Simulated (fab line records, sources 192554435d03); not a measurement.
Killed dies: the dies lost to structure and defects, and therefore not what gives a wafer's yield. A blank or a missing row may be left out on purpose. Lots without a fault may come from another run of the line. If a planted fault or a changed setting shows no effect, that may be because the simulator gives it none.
fab line records	flow n5-finfet
[record] lots = 4	wafers = 12	last-day = 18
route steps=1938 shown WELL_APT@39 PMOS_HMC_CHANNEL_EPI@57 BEOL_M4@1111 PASSIVATION@1936
lots that met no fault: from a run of the same line without faults
start-h: start of the lot's first displayed wafer, in hours after the record's first day	wait-h: hours elapsed since this lot's preceding step	" repeats the value in the row above	L1.1+2: a row that stands for several wafers	- either no value or no given start	* or withheld: withheld	< > ~ a bound
route shown NAME@n: a module of which the file shows steps, and the number in the route of the first	usual: the fault-free wafers' mean and standard deviation	same: alike in all rows	chamber/n: place in a boat	sites: the reading at each site	_std_site: standard deviation across them	_edge_site: mean of outer sites minus mean of inner sites	radius-mm: for every site, how far away it sits from the centre of the wafer	mask NAME#n: copy n	behind: the last tool/chamber to shape the wafer	hold: the reason the lot was held/the length of the hold in hours/how it ended	device: names the non-switching transistor (n, p or np)	end of line: tests run on the same wafers once the route is complete	where a step has no rows: the recipe by itself	killed: dies lost to structure and defects at the first sort, not the wafer's yield	map: dies across one wafer; x = killed, . = not, _ = none there
set.NAME: the run value of the setting; set.NAME@STEP: its run value at that earlier step	model.NAME: the simulator's own value behind a step, which no gauge read
certain route steps with their lots: each step a table, each wafer a row
[[steps]]
[step N5_WELL_APT_EXPOSE_22]
[recipe] mask-id = PWELL	na = 0.8	source-shape = conventional	sigma-outer = 0.8	polarization = unpolarized	defocus-nm = 0	target-cd-nm = 200	dose-mj = 23.2
[step N5_WELL_APT_PEB_23]
[recipe] peb-temp-c = 130	peb-time-s = 90
[step N5_WELL_APT_DEVELOP_24]
[recipe] develop-time-s = 45	rinse-liquid = surfactant-rinse	dry = air-spin	dev-temp-c = 21
[step N5_WELL_APT_HARDBAKE_29]
[recipe] temp-c = 130	time-s = 120
[step N5_WELL_APT_DESCUM_30]
[recipe] chemistry = O2	time-s = 7.9	source-power-w = 50	bias-power-w = 20	pressure-mtorr = 20	rf-frequency-hz = 2.712e+07	temp-c = 40	o2-flow-sccm = 225
[step N5_WELL_APT_IMPLANT_31]
[recipe] species = B	energy-kev = 60	dose-cm2 = 1.5e+13	tilt-deg = 0	rotation-deg = 0
[step N5_WELL_APT_IMPLANT_32]
[recipe] species = BF2	energy-kev = 50	dose-cm2 = 2e+13	tilt-deg = 0	rotation-deg = 0
[step N5_WELL_APT_STRIP_33]
[recipe] chemistry = SPM	time-s = 900	temp-c = 130	h2so4-h2o2-vol-ratio = 4	dry = ipa-marangoni
[step N5_WELL_APT_RTA_34]
[recipe] temp-c = 1000	time-s = 10	ambient = N2	idle-temp-c = 600	ramp-up-c-per-s = 150	ramp-down-c-per-s = 60	cool-to-c = 600
[step N5_WELL_APT_OXIDE_STRIP_42]
[recipe] chemistry = dHF	dilution = 25:1	time-s = 45	temp-c = 25	target = SiO2	target-depth-a = 120
lot.wafer	tool	chamber	start-h	wait-h
L447.2+4+6	wet-bench-03	2,5,6	46.21	0.1
L457.2+3+4	wet-bench-03	6,7,0	106.32	0.1
L460.3+4+6	wet-bench-03	2,3,6	123.81	0.1
L465.2+3+6	wet-bench-06	4,2,3	154.13	0.1
[step N5_WELL_APT_PRECLEAN_36]
[recipe] chemistry = O3/DIW	time-s = 45	temp-c = 22	o3-ppm = 10
[step N5_WELL_APT_PRECLEAN_39]
[recipe] chemistry = dHF	time-s = 60	dilution = 150:1	temp-c = 25
[step N5_WELL_APT_SRD_37]
[recipe] dry = ipa-marangoni	do-ppb = 5	time-s = 30	temp-c = 23	rinse-liquid = diw
[step N5_WELL_APT_EPI_41]
[recipe] material = Si	target-thk-a = 500	temp-c = 650	precursor = SiH4/H2	pressure-torr = 20	time-s = 297.7
[step N5_WELL_APT_INSPECT_38]
[recipe] inspect-instrument = darkfield	mode = post-epi
[usual] raw-defect-count = 13/5
lot.wafer	tool	chamber	start-h	wait-h	raw-defect-count
L447.2	defect-inspect-02	-	46.94	0.4	11
L447.4	"	-	"	"	10
L447.6	"	-	"	"	9
L457.2	defect-inspect-01	-	107.05	0.4	460
L457.3	"	-	"	"	480
L457.4	"	-	"	"	515
L460.3	defect-inspect-01	-	124.54	0.3	516
L460.4	"	-	"	"	511
L460.6	"	-	"	"	476
L465.2	defect-inspect-01	-	154.86	0.4	8
L465.3	"	-	"	"	11
L465.6	"	-	"	"	13
[step N5_PMOS_HMC_CHANNEL_EPI_HM_DEP_34]
[recipe] material = SiO2	target-thk-a = 360	temp-c = 400	precursor = TEOS/O2	pressure-torr = 6.5	rf-w = 900	teos-flow-sccm = 161.4	gas = O2	flow-sccm = 2650	time-s = 6.9
[step N5_PMOS_HMC_CHANNEL_EPI_COAT_31]
[recipe] resist = BARC	temp-c = 205	time-s = 60	spin-rpm = 1500	resist-thk-nm = 66
[step N5_PMOS_HMC_CHANNEL_EPI_COAT_03]
[recipe] resist = CAR-ArF-block	spin-rpm = 1500	resist-thk-nm = 205
[step N5_PMOS_HMC_CHANNEL_EPI_EBR_05]
[recipe] solvent = PGMEA	ebr-width-mm = 1.5
[step N5_PMOS_HMC_CHANNEL_EPI_SOFTBAKE_04]
[recipe] temp-c = 110	time-s = 60	resist = CAR-ArF-block
[step N5_PMOS_HMC_CHANNEL_EPI_EXPOSE_06]
[recipe] mask-id = PMOS_HMC_BLK	na = 1.35	source-shape = conventional	sigma-outer = 0.8	polarization = unpolarized	target-cd-nm = 240	dose-mj = 41
[step N5_PMOS_HMC_CHANNEL_EPI_PEB_07]
[recipe] peb-temp-c = 110	peb-time-s = 60	resist = CAR-ArF-block
[step N5_PMOS_HMC_CHANNEL_EPI_DEVELOP_08]
[recipe] develop-time-s = 30	developer = TMAH	resist = CAR-ArF-block	dev-temp-c = 23	rinse-liquid = diw	dry = air-spin
[step N5_PMOS_HMC_CHANNEL_EPI_INSPECT_11]
[recipe] mode = adi	inspect-instrument = macro
[usual] raw-defect-count = 1.9/1.5
lot.wafer	tool	chamber	start-h	wait-h	raw-defect-count
L447.2	defect-inspect-01	-	47.45	0.0	1
L447.4	"	-	"	"	3
L447.6	"	-	"	"	1
L457.2	defect-inspect-01	-	107.42	0.0	>300
L457.3	"	-	"	"	>300
L457.4	"	-	"	"	>300
L460.3	defect-inspect-02	-	124.91	0.0	>300
L460.4	"	-	"	"	>300
L460.6	"	-	"	"	>300
L465.2	defect-inspect-01	-	155.23	0.0	1
L465.3	"	-	"	"	3
L465.6	"	-	"	"	2
[step N5_PMOS_HMC_CHANNEL_EPI_DESCUM_14]
[recipe] chemistry = O2	time-s = 7.9	source-power-w = 50	bias-power-w = 20	pressure-mtorr = 20	rf-frequency-hz = 2.712e+07	temp-c = 40	resist = CAR-ArF-block	o2-flow-sccm = 225
[step N5_BEOL_M4_RC_MEAS_101]
[usual] DIBL_N = 36.2/1.7	DIBL_P = 36.2/2.2	IOFF_N = 0.16/0.035	IOFF_P = 0.21/0.042	ION_N = 673/13	ION_P = 462/7.9	SS_N = 71.4/0.59	SS_P = 73.2/0.7	VT_N = 250/3.6	VT_P = -251/3.5
lot.wafer	tool	chamber	start-h	wait-h	DIBL_N[mV/V]	DIBL_P[mV/V]	IOFF_N[nA/um]	IOFF_P[nA/um]	ION_N[uA/um]	ION_P[uA/um]	SS_N[mV/dec]	SS_P[mV/dec]	VT_N[mV]	VT_P[mV]
L447.2	prober-01	0	188.80	0.2	39.6	38.3	0.23	0.27	694	476	72.3	74.5	244	-246
L447.4	"	0	"	"	35.0	34.4	0.12	0.20	647	460	71.2	72.3	253	-250
L447.6	"	0	"	"	39.2	39.1	0.21	0.30	688	468	72.3	74.3	246	-245
L457.2	prober-02	0	251.06	0.2	37.3	37.9	0.20	0.26	697	474	72.0	73.6	247	-246
L457.3	"	0	"	"	36.7	37.5	0.18	0.25	681	470	71.7	74.1	248	-248
L457.4	"	0	"	"	35.9	34.7	0.16	0.20	682	472	72.6	72.5	252	-252
L460.3	prober-02	0	281.42	0.3	35.0	34.2	0.13	0.16	657	450	71.1	72.9	251	-256
L460.4	"	0	"	"	34.6	33.9	0.12	0.16	664	457	70.7	72.8	253	-254
L460.6	"	0	"	"	34.0	33.8	0.12	0.16	662	454	71.3	73.0	254	-255
L465.2	prober-01	0	305.94	0.2	34.3	34.9	0.13	0.15	668	447	70.6	72.8	256	-258
L465.3	"	0	"	"	37.6	38.2	0.20	0.19	685	456	72.2	74.1	248	-254
L465.6	"	0	"	"	36.9	38.7	0.19	0.20	686	454	72.1	73.7	247	-256
[step N5_PASSIVATION_PROBE_49]
[usual] defect-limited-yield = 91.4/1.4	killed_at_M0_to_M3 = 31/10	killed_at_M4_up = 14/5.6	killed-at-contacts = 13/6.3	killed-at-front-end = 39/10	killed-at-other = 4/3.1	killed-dies = 101/16	killed-open = 65/13	killed-short = 34/7.2	sort_bin_5_function = 5.1/0.88	sort_bin_6_memory = 3.2/0.66	sort-n-pass = 1079/16	sort-yield-pct = 91.4/1.4
[same] gross-dies = 1180	killed-at-back-side = 0	sort_bin_4_leakage[%] = 0	sort_bin_8_speed[%] = 0
lot.wafer	tool	chamber	start-h	wait-h	defect-limited-yield[%]	killed_at_M0_to_M3	killed_at_M4_up	killed-at-contacts	killed-at-front-end	killed-at-other	killed-dies	killed-open	killed-short	sort_bin_5_function[%]	sort_bin_6_memory[%]	sort-n-pass	sort-yield-pct[%]
L457.2	prober-01	-	362.17	0.1	84.5	15	25	15	125	3	183	54	24	9.7	3.8	997	84.5
L457.3	prober-01	-	362.22	0.1	83.6	22	16	10	137	9	194	56	42	11.4	3.1	986	83.6
L457.4	prober-01	-	362.27	0.2	85.6	21	21	19	108	1	170	57	29	8.8	3.7	1010	85.6
L460.3	prober-02	-	391.88	0.1	81.4	25	19	10	161	4	219	64	27	11.4	5.0	961	81.4
L460.4	prober-02	-	391.93	0.2	83.9	26	12	7	144	1	190	44	22	9.7	3.7	990	83.9
L460.6	prober-02	-	392.03	0.3	84.3	26	18	6	130	5	185	47	36	9.4	4.2	995	84.3
// killed by level:class
L457.2 WELL_APT:unspecified=101 MOL_CONTACT_COAG:geometric-particle:open=13 FIN_SAQP:geometric-particle:open=8 BEOL_M4:geometric-particle:open=8 BEOL_M0_SAQP:geometric-particle:short=6 BEOL_M6:geometric-particle:open=5 STI_FIN_REVEAL:geometric-particle:open=4 FIN_SAQP:geometric-particle:short=3
L457.3 WELL_APT:unspecified=95 GATE_CUT:geometric-particle:short=9 FIN_SAQP:geometric-particle:open=7 MOL_CONTACT_COAG:geometric-particle:open=7 FIN_SAQP:geometric-particle:short=6 STI_FIN_REVEAL:geometric-particle:open=6 BEOL_M0_SAQP:geometric-particle:open=6 BEOL_M0_SAQP:geometric-particle:short=6
L457.4 WELL_APT:unspecified=82 MOL_CONTACT_COAG:geometric-particle:open=12 BEOL_M0_SAQP:geometric-particle:open=9 BEOL_M4:geometric-particle:open=8 FIN_SAQP:geometric-particle:open=7 MOL_CONTACT_COAG:geometric-particle:short=7 BEOL_M4:geometric-particle:short=5 FIN_SAQP:geometric-particle:short=4
L460.3 WELL_APT:unspecified=126 BEOL_M4:geometric-particle:open=12 FIN_SAQP:geometric-particle:short=11 MOL_CONTACT_COAG:geometric-particle:open=10 FIN_SAQP:geometric-particle:open=9 STI_FIN_REVEAL:geometric-particle:open=7 BEOL_M2:geometric-particle:open=7 BEOL_M3:geometric-particle:open=5
L460.4 WELL_APT:unspecified=123 BEOL_M4:geometric-particle:open=7 BEOL_M0_SAQP:geometric-particle:open=6 BEOL_M3:geometric-particle:open=6 FIN_SAQP:geometric-particle:short=5 MOL_CONTACT_COAG:geometric-particle:open=5 BEOL_M0_SAQP:geometric-particle:short=4 BEOL_M0:geometric-particle:open=4
L460.6 WELL_APT:unspecified=98 BEOL_M0_SAQP:geometric-particle:short=8 FIN_SAQP:geometric-particle:open=7 BEOL_M4:geometric-particle:open=7 FIN_SAQP:geometric-particle:short=5 MOL_CONTACT_COAG:geometric-particle:open=5 BEOL_M0_SAQP:geometric-particle:open=5 BEOL_M3:geometric-particle:open=5
// map L457.3 (x killed, . not)
_________________............________________
______________..x..............._____________
___________....................x...__________
__________.........................._________
________.....x...x...................._______
_______............x...................______
______......x.......................x..._____
_____.............x.....x...xx....x.....x____
____............x.....x........x.........x___
___...............x...x....................__
___..................x.x...........xx..xx..__
__x........x................................_
__.......x.................x................_
_...........................x................
_.x....x...x.....x..x........................
_..........x.....xx.xx......x................
_..x...x......x.....x...x..........x..x......
_.......x..x......xx.....x..........x.......x
_..........................x......xxxxxxxx...
_......x..........x..........x....xxxxxxxxxx.
_....x...........x.x.....x.......xxxxxxxxxxx.
__.x......x....x...x.x.x.x.....xxxxxxxxxxxxx_
__..xx....x..................x..xxxxxxxxxxxx_
___......x.................x......xxxxxxxxx__
___..x....x..x...................xxxxxxxxxx__
____..........x..xx..........xx....xxxxxxx___
_____...........................xx.xxxxxx____
______........................x...x.xxxx_____
_______........xxxx............x....xx.______
________.............................._______
__________.x........x..............._________
___________...x.....x.x...x...x....__________
______________.....x............_____________
_________________........x...________________
// map L460.3 (x killed, . not)
_________________............________________
______________......x..........._____________
___________...............x....xx..__________
__________....x..............xx....._________
________................x.........x..._______
_______..........x.x................x..______
______.........x.x......................_____
_____............xx.......x.....xx.......____
____........xx...x.......x...x.x......x...___
___...x........................x..xx..xx.x.__
___......x..x................xx..xxx..xx...__
__....x..x.....x...........x...xxxxxxxxx...._
__x.x..x...................xxxxxxxxxxxxx.xx._
_....x.................x....xxxxxxxxxxxxx...x
_..x...x.........x.........xxxxxxxxxxxxxx....
_....x............x.......xxxxxxxxxxxxxx.x...
_...x..............x........xxxxxxxxxxxx..x..
_......x..........x........xxxxxxxxxxxxx...x.
_....x...................x....xxxxxxxx.xx...x
_..x......x...x.......x..x.x..xxxxxx.x.x...x.
_.x............x..............xxxx..x.x......
__.............xx.........x......x.........._
__....................x....................._
___..........................x...........x.__
___.......x.....x.....x............xx......__
____x.....................................___
_____....x.........x..........x.....x....____
______...x.x...x........................_____
_______x.........x....x........x.......______
________........x...................x._______
__________..................x......._________
___________x........x..............__________
______________.................._____________
_________________............________________
[[key]]
[first-sign] step = N5_WELL_APT_INSPECT_38	reading = raw-defect-count	direction = up	sigmas = 95	usual = 13	struck = 493
[effect] step = N5_PMOS_HMC_CHANNEL_EPI_INSPECT_11	reading = raw-defect-count	direction = up	sigmas = 99+	usual = 1.9	struck = >300
[effect] step = N5_PASSIVATION_PROBE_49	reading = killed-at-front-end	direction = up	sigmas = 9.1	usual = 39	struck = 134
[more-kills-born-at] N5_WELL_APT_OXIDE_STRIP_42@wet-bench-03 = 625
met-at N5_WELL_APT_OXIDE_STRIP_42
struck-wafers L457.2,L457.3,L457.4,L460.3,L460.4,L460.6
onset-between 46.21 106.32
[fault] kind = chamber-particle-source	tool = wet-bench-03	chamber = -	onset-h = 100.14	steps = N5_WELL_APT_OXIDE_STRIP_42	rate-per-visit-cm2 = 0.76534	end-h = 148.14
